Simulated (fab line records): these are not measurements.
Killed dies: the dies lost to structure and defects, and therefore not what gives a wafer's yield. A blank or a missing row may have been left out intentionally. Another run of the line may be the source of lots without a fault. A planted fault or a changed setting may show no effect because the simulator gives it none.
Which tool did it? / flow nand_harc / 14 lots, 42 wafers sampled, at 2 steps of a route of 1159

## WHAT EACH GAUGE READ, for each wafer
NHARC_P_M0_THK_MEAS_24: measures by xrf. Usual: 117.4 nm for thk_nm, sd 1.4.
lot=L509; measured=day 6 08:11; on=film_metro-02; thk_nm (nm)=115.4 116.3 115.8; flag=
lot=L508; measured=day 6 08:44; on=film_metro-01; thk_nm (nm)=117.0 115.8 114.1; flag=
lot=L511; measured=day 6 18:00; on=film_metro-02; thk_nm (nm)=117.2 116.6 117.0; flag=
lot=L510; measured=day 6 18:28; on=film_metro-02; thk_nm (nm)=118.8 117.4 116.4; flag=
lot=L514; measured=day 7 13:16; on=film_metro-01; thk_nm (nm)=115.5 116.2 117.6; flag=
lot=L518; measured=day 8 08:07; on=film_metro-01; thk_nm (nm)=118.5 117.5 115.7; flag=
lot=L517; measured=day 8 18:58; on=film_metro-02; thk_nm (nm)=117.8 115.7 114.6; flag=
lot=L522; measured=day 9 05:10; on=film_metro-02; thk_nm (nm)=116.5 117.0 117.5; flag=
lot=L519; measured=day 9 06:22; on=film_metro-01; thk_nm (nm)=117.9 117.4 118.2; flag=
lot=L527; measured=day 10 12:01; on=film_metro-02; thk_nm (nm)=117.2 116.3 116.8; flag=
lot=L526; measured=day 10 12:56; on=film_metro-02; thk_nm (nm)=118.2 117.8 119.2; flag=
lot=L528; measured=day 10 20:10; on=film_metro-02; thk_nm (nm)=114.1 115.8 117.8; flag=
lot=L529; measured=day 11 01:25; on=film_metro-01; thk_nm (nm)=119.5 117.3 118.5; flag=
lot=L530; measured=day 11 11:21; on=film_metro-01; thk_nm (nm)=118.9 119.6 119.2; flag=

## EACH LOT AND THE TOOL THAT RAN IT (in order: tool; ch and the chambers of the sampled wafers; start)
lot=L509; NHARC_P_M0_ETCH_15=rie_diel-10 ch 0,1,3, day 6 08:11 or earlier
lot=L508; NHARC_P_M0_ETCH_15=rie_diel-10 ch 0,1,3, day 6 08:44 or earlier
lot=L511; NHARC_P_M0_ETCH_15=rie_diel-10 ch 0,2, day 6 18:00 or earlier
lot=L510; NHARC_P_M0_ETCH_15=rie_diel-08 ch 0,3, day 6 18:28 or earlier
lot=L514; NHARC_P_M0_ETCH_15=rie_diel-08 ch 1,2,3, day 7 13:16 or earlier
lot=L518; NHARC_P_M0_ETCH_15=rie_diel-13 ch 0,2,3, day 8 08:07 or earlier
lot=L517; NHARC_P_M0_ETCH_15=rie_diel-13 ch 0,1, day 8 18:58 or earlier
lot=L522; NHARC_P_M0_ETCH_15=rie_diel-10 ch 0,2,3, day 9 05:10 or earlier
lot=L519; NHARC_P_M0_ETCH_15=rie_diel-10 ch 0,1,2, day 9 06:22 or earlier
lot=L527; NHARC_P_M0_ETCH_15=rie_diel-10 ch 0,1,2, day 10 12:01 or earlier
lot=L526; NHARC_P_M0_ETCH_15=rie_diel-10 ch 1,2, day 10 12:56 or earlier
lot=L528; NHARC_P_M0_ETCH_15=rie_diel-08 ch 1,3, day 10 20:10 or earlier
lot=L529; NHARC_P_M0_ETCH_15=rie_diel-10 ch 0,2, day 10 23:10
lot=L530; NHARC_P_M0_ETCH_15=rie_diel-10 ch 1,2, day 11 11:21 or earlier
- NHARC_P_M0_ETCH_15: etches the open film in C4F8/Ar, target depth 150 nm, overetch 15 nm, time 82.5 s.

## AS READ BY THE TOOLS THEMSELVES (means over the sampled wafers that have a number; for cases with no such wafer, the mark the record gives instead)
NHARC_P_M0_ETCH_15. Usual: bias_w 299.8 W, standard deviation 0.83; oes_product_au 0.962 a.u., standard deviation 0.017; rf_vpp_V 441.2 V, standard deviation 2.5.
lot=L509; tool=rie_diel-10; bias_w (W)=300.1; oes_product_au (a.u.)=0.969; rf_vpp_V (V)=441.4; flag=
lot=L508; tool=rie_diel-10; bias_w (W)=300.3; oes_product_au (a.u.)=0.966; rf_vpp_V (V)=441.1; flag=
lot=L511; tool=rie_diel-10; bias_w (W)=299.8; oes_product_au (a.u.)=0.972; rf_vpp_V (V)=443.1; flag=
lot=L510; tool=rie_diel-08; bias_w (W)=300.5; oes_product_au (a.u.)=0.970; rf_vpp_V (V)=441.3; flag=
lot=L514; tool=rie_diel-08; bias_w (W)=300.1; oes_product_au (a.u.)=0.966; rf_vpp_V (V)=440.9; flag=
lot=L518; tool=rie_diel-13; bias_w (W)=299.7; oes_product_au (a.u.)=0.965; rf_vpp_V (V)=441.8; flag=
lot=L517; tool=rie_diel-13; bias_w (W)=299.4; oes_product_au (a.u.)=0.933; rf_vpp_V (V)=442.2; flag=
lot=L522; tool=rie_diel-10; bias_w (W)=299.3; oes_product_au (a.u.)=0.965; rf_vpp_V (V)=442.0; flag=
lot=L519; tool=rie_diel-10; bias_w (W)=300.0; oes_product_au (a.u.)=0.969; rf_vpp_V (V)=442.1; flag=
lot=L527; tool=rie_diel-10; bias_w (W)=300.1; oes_product_au (a.u.)=0.972; rf_vpp_V (V)=441.5; flag=
lot=L526; tool=rie_diel-10; bias_w (W)=300.2; oes_product_au (a.u.)=0.972; rf_vpp_V (V)=439.4; flag=
lot=L528; tool=rie_diel-08; bias_w (W)=299.0; oes_product_au (a.u.)=0.928; rf_vpp_V (V)=437.6; flag=
lot=L529; tool=rie_diel-10; bias_w (W)=300.5; oes_product_au (a.u.)=0.950; rf_vpp_V (V)=443.5; flag=
lot=L530; tool=rie_diel-10; bias_w (W)=300.4; oes_product_au (a.u.)=0.969; rf_vpp_V (V)=439.5; flag=

## THE ANSWER, worked out from the rows above alone
Rule: lot off if the mean of its wafers having a number is beyond 3 standard deviations from the usual mean. Also off: a lot with no number at a reading for which 4 or more lots have one. All remaining lots with rows at the step are treated as sound. The gauges are gone through in route order, then the tools' own readings, and for those a lot's mean is taken as printed above. At the first step where some lot is off, the reading lying furthest off is the one used; lots without a number count as furthest.
None of the lots is off at any reading shown; this tells nothing.

## WHAT HAD BEEN PUT IN BY THE SIMULATOR
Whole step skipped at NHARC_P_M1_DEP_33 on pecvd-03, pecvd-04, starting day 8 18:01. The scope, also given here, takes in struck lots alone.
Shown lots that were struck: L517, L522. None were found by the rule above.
